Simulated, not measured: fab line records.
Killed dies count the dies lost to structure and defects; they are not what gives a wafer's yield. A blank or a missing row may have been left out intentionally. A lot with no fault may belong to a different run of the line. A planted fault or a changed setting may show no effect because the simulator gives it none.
Matching of chambers | flow n5Finfet | pecvd-03 running N5_BEOL_M0_SAQP_PECVD_96: 3 sister chambers
The step deposits a-Si from SiH4/He, target thk 45 nm, time 45.2 s. 3 wafers are shown with their chamber, then 7 later ones without.

== WAFERS, EACH WITH ITS CHAMBER ==
wafer  | chamber | throttleValvePct (%)
L089.6 | 1       | 17.2
L093.1 | 2       | 17.7
L093.4 | 0       | 20.1

== WAFERS WHOSE CHAMBER IS MISSING ==
wafer  | throttleValvePct (%)
L093.5 | 17.7
L094.1 | 20.0
L094.5 | 17.3
L094.6 | 20.0
L096.2 | 17.8
L096.3 | 17.0
L096.5 | 20.1

== THE CHAMBER EACH PASSED THROUGH ==
wafer  | from the rows above | in truth
L093.5 | 2                   | 2
L094.1 | 0                   | 0
L094.5 | 1                   | 1
L094.6 | 0                   | 0
L096.2 | 2                   | 2
L096.3 | 1                   | 1
L096.5 | 0                   | 0
7 of 7 placed correctly. Number that these rows cannot place: 0. Wrongly placed: 0.
How it was worked out, from the rows above alone: a wafer's distance from a chamber is the root of the sum, over the readings, of the square of ((its reading less the chamber's mean) divided by the reading's scatter). The wafer belongs to the nearest chamber; if the next one is less than 2 further off, it can't be placed. The mean given for a chamber averages the wafers shown for that chamber. The scatter (one wafer shown for each chamber): square how far every hidden wafer sits from the nearest shown wafer, average those squares and take the square root.
